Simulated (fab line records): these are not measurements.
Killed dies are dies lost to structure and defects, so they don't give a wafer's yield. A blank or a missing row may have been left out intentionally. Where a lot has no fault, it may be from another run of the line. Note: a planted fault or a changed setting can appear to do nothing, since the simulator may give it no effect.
Matching of chambers || flow n5-finfet || N5_BEOL_M0_SAQP_PECVD_96 on pecvd-03 has 3 sister chambers
The step deposits a-Si from SiH4/He, target thk 45 nm, time 45.2 s. 3 wafers are shown with their chamber, then 8 later ones without.

WAFERS WITH THEIR CHAMBER
{"wafer": "L084.5", "chamber": 2, "throttle-valve-pct (%)": 18.1}
{"wafer": "L086.1", "chamber": 1, "throttle-valve-pct (%)": 20.3}
{"wafer": "L087.1", "chamber": 0, "throttle-valve-pct (%)": 19.5}

WAFERS WITH NO CHAMBER GIVEN
{"wafer": "L087.2", "throttle-valve-pct (%)": 20.1}
{"wafer": "L087.6", "throttle-valve-pct (%)": 20.2}
{"wafer": "L094.1", "throttle-valve-pct (%)": 18.0}
{"wafer": "L094.3", "throttle-valve-pct (%)": 20.2}
{"wafer": "L094.4", "throttle-valve-pct (%)": 20.2}
{"wafer": "L095.2", "throttle-valve-pct (%)": 19.4}
{"wafer": "L095.3", "throttle-valve-pct (%)": 20.1}
{"wafer": "L095.4", "throttle-valve-pct (%)": 19.4}

CHAMBER TAKEN BY EACH
{"wafer": "L087.2", "from the rows above": 1, "in truth": 1}
{"wafer": "L087.6", "from the rows above": 1, "in truth": 1}
{"wafer": "L094.1", "from the rows above": 2, "in truth": 2}
{"wafer": "L094.3", "from the rows above": 1, "in truth": 1}
{"wafer": "L094.4", "from the rows above": 1, "in truth": 1}
{"wafer": "L095.2", "from the rows above": 0, "in truth": 0}
{"wafer": "L095.3", "from the rows above": 1, "in truth": 1}
{"wafer": "L095.4", "from the rows above": 0, "in truth": 0}
Placed correctly: 8 of 8. Left unplaced by these rows: 0. Number placed wrongly: 0.
How it was worked out, from the rows above alone: a wafer's distance from a chamber is the root of the sum, over the readings, of the square of ((its reading less the chamber's mean) divided by the reading's scatter). The wafer belongs to the nearest chamber; if the next one is less than 2 further off, it can't be placed. A chamber's mean is the mean of its shown wafers. The scatter: root of mean squared gap, hidden wafer to nearest shown wafer, with one shown wafer a chamber.
